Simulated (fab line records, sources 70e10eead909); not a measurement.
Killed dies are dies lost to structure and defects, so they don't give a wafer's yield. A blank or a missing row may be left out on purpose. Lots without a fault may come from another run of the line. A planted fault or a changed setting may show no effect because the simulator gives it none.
Which tool did it? | flow nand_harc | 13 lots, 39 wafers sampled, at 5 steps of a route of 1159

WHAT THE GAUGES READ, wafer by wafer
NHARC_END_SORT_01. Usual: defect_limited_yield 95.4 %, standard deviation 1.7; killed_at_array 27, standard deviation 11; killed_at_other 0.6, standard deviation 0.89; killed_at_periphery 3.0, standard deviation 2.4; killed_dies 31, standard deviation 12; killed_open 3.2, standard deviation 1.6; killed_short 2.0, standard deviation 1.5; sort_bin_2_pct 1.5 %, standard deviation 0.69; sort_bin_3_pct 0.23 %, standard deviation 0.22; sort_bin_4_pct 2.9 %, standard deviation 1.1; sort_n_pass 646, standard deviation 12; sort_rim_yield_pct 94 %, standard deviation 3.3; sort_yield_pct 95.4 %, standard deviation 1.7.
lot  | measured     | on        | defect_limited_yield (%) | killed_at_array | killed_at_other | killed_at_periphery | killed_dies | killed_open | killed_short | sort_bin_2_pct (%) | sort_bin_3_pct (%) | sort_bin_4_pct (%) | sort_n_pass | sort_rim_yield_pct (%) | sort_yield_pct (%) | flag
L162 | day 22 03:23 | prober-02 | 92.9 0 0                 | 45 45 38        | 0 0 0           | 3 632 639           | 48 677 677  | 2 3 4       | 2 1 4        | 1.9 96.2 96.2      | 0.15 0.44 0.15     | 5.0 3.4 3.7        | 629 0 0     | 92 0 0                 | 92.9 0 0           | OFF
L160 | day 22 22:21 | prober-02 | 0 98.2 0                 | 15 11 15        | 0 0 0           | 662 1 662           | 677 12 677  | 3 5 3       | 1 0 3        | 98.4 0.7 98.4      | 0 0.15 0           | 1.6 0.9 1.6        | 0 665 0     | 0 96 0                 | 0 98.2 0           | OFF

WHICH TOOL RAN EACH LOT (tool, then ch and the chambers of the sampled wafers, then the start)
lot  | NHARC_P_M0_PVD_21            | NHARC_THIN_TSV_STRIP_45              | NHARC_THIN_TSV_PRE_CLEAN_50             | NHARC_THIN_TSV_CMP_21
L149 | pvd_sputter-01, day 5 14:37  | plasma_asher-01 ch 0,1, day 19 03:11 | pvd_sputter-03, day 19 06:31 or earlier | cmp-01 ch 0,2,3, day 19 06:31
L151 | pvd_sputter-03, day 6 00:06  | plasma_asher-01 ch 0,1, day 19 00:31 | pvd_sputter-01, day 19 03:55 or earlier | cmp-03 ch 0,1,3, day 19 03:55
L152 | pvd_sputter-02, day 6 18:04  | plasma_asher-01 ch 0,1, day 19 06:34 | pvd_sputter-01, day 19 09:51 or earlier | cmp-01 ch 0,2,3, day 19 09:51
L154 | pvd_sputter-02, day 7 03:48  | plasma_asher-02 ch 0,1, day 19 21:18 | pvd_sputter-03, day 20 00:36 or earlier | cmp-02 ch 1,3, day 20 00:36
L156 | pvd_sputter-01, day 7 08:54  | plasma_asher-02 ch 0,1, day 20 03:29 | pvd_sputter-01, day 20 06:47 or earlier | cmp-02 ch 0,1,3, day 20 06:47
L155 | pvd_sputter-02, day 7 09:36  | plasma_asher-02 ch 0,1, day 19 20:16 | pvd_sputter-01, day 19 23:34 or earlier | cmp-03 ch 0,1, day 19 23:34
L158 | pvd_sputter-02, day 8 01:23  | plasma_asher-02 ch 0,1, day 21 04:11 | pvd_sputter-03, day 21 07:35 or earlier | cmp-02 ch 2,3, day 21 07:35
L157 | pvd_sputter-03, day 8 01:49  | plasma_asher-01 ch 0,1, day 20 19:25 | pvd_sputter-03, day 20 22:41 or earlier | cmp-02 ch 0,1,2, day 20 22:41
L159 | pvd_sputter-02, day 8 07:34  | plasma_asher-02 ch 0,1, day 21 05:39 | pvd_sputter-02, day 21 08:49 or earlier | cmp-01 ch 0,1, day 21 08:49
L161 | pvd_sputter-03, day 9 03:36  | plasma_asher-01 ch 0,1, day 22 00:23 | pvd_sputter-02, day 22 03:37 or earlier | cmp-03 ch 0,1, day 22 03:37
L162 | pvd_sputter-03, day 9 04:01  | plasma_asher-02 ch 1, day 21 11:26   | pvd_sputter-02, day 21 14:47 or earlier | cmp-01 ch 0, day 21 14:47
L160 | pvd_sputter-03, day 9 06:42  | plasma_asher-01 ch 0, day 22 05:20   | pvd_sputter-01, day 22 08:36 or earlier | cmp-03 ch 3, day 22 08:36
L171 | pvd_sputter-02, day 11 07:50 | plasma_asher-02 ch 0,1, day 24 11:28 | pvd_sputter-01, day 24 14:42 or earlier | cmp-01 ch 1,3, day 24 14:42
- NHARC_P_M0_PVD_21: deposits Cu, target thk 30 nm, time 20.49 s.
- NHARC_THIN_TSV_STRIP_45: strips in O2.
- NHARC_THIN_TSV_PRE_CLEAN_50: time 30 s.
- NHARC_THIN_TSV_CMP_21: polishes, t overpolish 30 s, target thk 2000 nm.

WHAT THE TOOLS THEMSELVES READ (means of the sampled wafers that have a number; where no wafer has one, the mark that the record gives instead)
NHARC_P_M0_PVD_21. Usual: throttle_valve_pct 29.7 %, standard deviation 0.84.
lot  | tool           | throttle_valve_pct (%) | flag
L149 | pvd_sputter-01 | 29.7                   |
L151 | pvd_sputter-03 | 29.2                   |
L152 | pvd_sputter-02 | 29.2                   |
L154 | pvd_sputter-02 | 29.8                   |
L156 | pvd_sputter-01 | 30.3                   |
L155 | pvd_sputter-02 | 29.4                   |
L158 | pvd_sputter-02 | 29.8                   |
L157 | pvd_sputter-03 | 29.9                   |
L159 | pvd_sputter-02 | 29.6                   |
L161 | pvd_sputter-03 | 29.2                   |
L162 | pvd_sputter-03 | 29.2                   |
L160 | pvd_sputter-03 | 30.0                   |
L171 | pvd_sputter-02 | 30.1                   |

NHARC_THIN_TSV_STRIP_45. Usual: drypump_motor_current_A 5.8 A, standard deviation 0.59; heater_power_w 337 W, standard deviation 28.
lot  | tool            | drypump_motor_current_A (A) | heater_power_w (W) | flag
L149 | plasma_asher-01 | 5.4                         | 325                |
L151 | plasma_asher-01 | 5.5                         | 327                |
L152 | plasma_asher-01 | 5.4                         | 326                |
L154 | plasma_asher-02 | 6.2                         | 341                |
L156 | plasma_asher-02 | 5.8                         | 338                |
L155 | plasma_asher-02 | 6.2                         | 341                |
L158 | plasma_asher-02 | 5.8                         | 338                |
L157 | plasma_asher-01 | 5.4                         | 355                |
L159 | plasma_asher-02 | 6.2                         | 340                |
L161 | plasma_asher-01 | 5.5                         | 330                |
L162 | plasma_asher-02 | 6.7                         | 342                |
L160 | plasma_asher-01 | 5.5                         | 295                |
L171 | plasma_asher-02 | 6.2                         | 328                |

NHARC_THIN_TSV_PRE_CLEAN_50. Usual: heater_power_w 386 W, standard deviation 33.
lot  | tool           | heater_power_w (W) | flag
L149 | pvd_sputter-03 | 373                |
L151 | pvd_sputter-01 | 398                |
L152 | pvd_sputter-01 | 399                |
L154 | pvd_sputter-03 | 382                |
L156 | pvd_sputter-01 | 416                |
L155 | pvd_sputter-01 | 390                |
L158 | pvd_sputter-03 | 380                |
L157 | pvd_sputter-03 | 356                |
L159 | pvd_sputter-02 | 366                |
L161 | pvd_sputter-02 | 397                |
L162 | pvd_sputter-02 | 333                |
L160 | pvd_sputter-01 | 407                |
L171 | pvd_sputter-01 | 429                |

NHARC_THIN_TSV_CMP_21. Usual: motor_current_A 11.8 A, standard deviation 0.99; overpolish_run_s 30.001 s, standard deviation 0.0082; slurry_filter_dp_kPa 13.52 kPa, standard deviation 0.14; slurry_flow_ml_min 150.0, standard deviation 0.45.
lot  | tool   | motor_current_A (A) | overpolish_run_s (s) | slurry_filter_dp_kPa (kPa) | slurry_flow_ml_min | flag
L149 | cmp-01 | 11.8                | 30.000               | 13.57                      | 150.1              |
L151 | cmp-03 | 11.2                | 30.000               | 13.43                      | 149.9              |
L152 | cmp-01 | 11.8                | 30.007               | 13.56                      | 150.5              |
L154 | cmp-02 | 11.3                | 30.004               | 13.65                      | 150.2              |
L156 | cmp-02 | 11.6                | 30.003               | 13.57                      | 150.4              |
L155 | cmp-03 | 10.6                | 29.999               | 13.57                      | 150.0              |
L158 | cmp-02 | 10.7                | 29.995               | 13.44                      | 149.9              |
L157 | cmp-02 | 11.8                | 29.996               | 13.63                      | 150.0              |
L159 | cmp-01 | 12.2                | 29.996               | 13.41                      | 149.2              |
L161 | cmp-03 | 10.5                | 30.000               | 13.51                      | 150.2              |
L162 | cmp-01 | 11.9                | 29.990               | 13.48                      | 149.8              |
L160 | cmp-03 | 11.8                | 29.999               | 13.36                      | 150.4              |
L171 | cmp-01 | 11.9                | 30.009               | 13.62                      | 150.0              |

THE ANSWER, worked out from the rows above alone
Rule: a lot is off if the mean of its wafers that have a number lies more than 3 standard deviations from the usual mean. A lot without any number at a reading at which 4 lots or more have one is off too. The other lots that the step has rows for count as sound. The gauges are gone through in route order, then the tools' own readings, and for those a lot's mean is taken as printed above. The first step at which some lot is off is used, and at that step the reading that is off furthest; a lot without a number counts as furthest.
Off: L162, L160, at NHARC_END_SORT_01 (killed_at_periphery). Neither off nor sound, because the step has no rows for them: L149, L151, L152, L154, L156, L155, L158, L157, L159, L161, L171.
A tool fits if, at a process step before that reading, it ran every lot that is off, and no sound lot after the first of them. The gauges at NHARC_END_SORT_01 are tried like those tools. NHARC_THIN_TSV_PRE_CLEAN_50 gives no start for some lots, so the hours and the order of its lots are those of NHARC_THIN_TSV_CMP_21. Can't be told from this: 2 tools fit, pvd_sputter-03 at NHARC_P_M0_PVD_21, prober-02 at NHARC_END_SORT_01.

WHAT THE SIMULATOR HAD PUT IN
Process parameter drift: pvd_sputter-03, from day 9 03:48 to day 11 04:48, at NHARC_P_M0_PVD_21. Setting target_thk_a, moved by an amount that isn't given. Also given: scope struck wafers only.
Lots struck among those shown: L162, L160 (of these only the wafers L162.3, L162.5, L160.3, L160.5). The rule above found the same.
